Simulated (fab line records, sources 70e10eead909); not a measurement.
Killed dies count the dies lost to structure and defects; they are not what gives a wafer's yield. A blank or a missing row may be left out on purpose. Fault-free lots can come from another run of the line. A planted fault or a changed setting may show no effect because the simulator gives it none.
Chamber matching    flow nand-harc    NHARC_P_ZERO_WELL_DESCUM_26 on rie-diel-08 has 4 sister chambers
The step chemistry O2, time 3 s. 16 wafers are shown with their chamber, then 8 later ones without.

## WAFERS, EACH WITH ITS CHAMBER
wafer   chamber  showerhead-plenum-p-Torr (Torr)  rf-vpp-V (V)  oes-product-au (a.u.)
L076.1  3        1.93                             57.9          1.008
L076.2  2        1.91                             58.1          0.990
L076.5  2        1.91                             58.2          0.999
L079.2  1        2.02                             58.2          0.997
L079.5  0        1.98                             56.4          0.998
L079.6  1        2.02                             58.7          0.993
L080.1  1        2.02                             58.1          0.992
L080.2  3        1.92                             58.0          1.008
L080.4  0        1.98                             57.1          0.995
L083.1  3        1.92                             58.5          0.993
L083.3  2        1.90                             59.0          0.993
L083.4  1        2.02                             57.2          0.996
L090.1  3        1.91                             57.7          1.000
L090.3  0        1.97                             57.6          0.983
L090.6  3        1.91                             57.2          0.995
L093.2  3        1.91                             56.9          1.005

SIGNATURES, as means of the wafers listed above
reading                   chamber 0  chamber 1  chamber 2  chamber 3  scatter within a chamber
showerhead-plenum-p-Torr  1.9767     2.0200     1.9067     1.9167     0.00624
rf-vpp-V                  57.033     58.050     58.433     57.700     0.58
oes-product-au            0.99200    0.99450    0.99400    1.00150    0.00576
Rule: distance of a wafer from a chamber = root of the sum over the readings of ((wafer's reading minus chamber's mean) / reading's scatter) squared. The wafer belongs to the nearest chamber; if the next one is less than 2 further off, it can't be placed. How the scatter is found: for the shown wafers, subtract from each reading the mean of its chamber, square and add these, divide the total by (wafers less chambers), then take the root.

## WAFERS WHOSE CHAMBER IS MISSING
wafer   showerhead-plenum-p-Torr (Torr)  rf-vpp-V (V)  oes-product-au (a.u.)
L093.4  1.89                             57.7          0.984
L093.5  1.96                             57.0          0.987
L094.1  1.96                             57.8          1.003
L094.3  1.89                             57.3          0.999
L094.4  1.91                             57.9          1.007
L096.1  2.00                             57.7          0.998
L096.3  1.96                             57.7          0.996
L096.6  1.89                             59.0          0.989

## WHICH CHAMBER EACH ONE RAN IN
wafer   from the rows above      in truth
L093.4  can't be placed: 2 or 3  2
L093.5  0                        0
L094.1  0                        0
L094.3  can't be placed: 2 or 3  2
L094.4  can't be placed: 3 or 2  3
L096.1  can't be placed: 1 or 0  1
L096.3  0                        0
L096.6  2                        2
4 of 8 placed correctly. From these rows, 4 cannot be placed; in 4 the true chamber is one of the candidates. 0 placed wrongly.
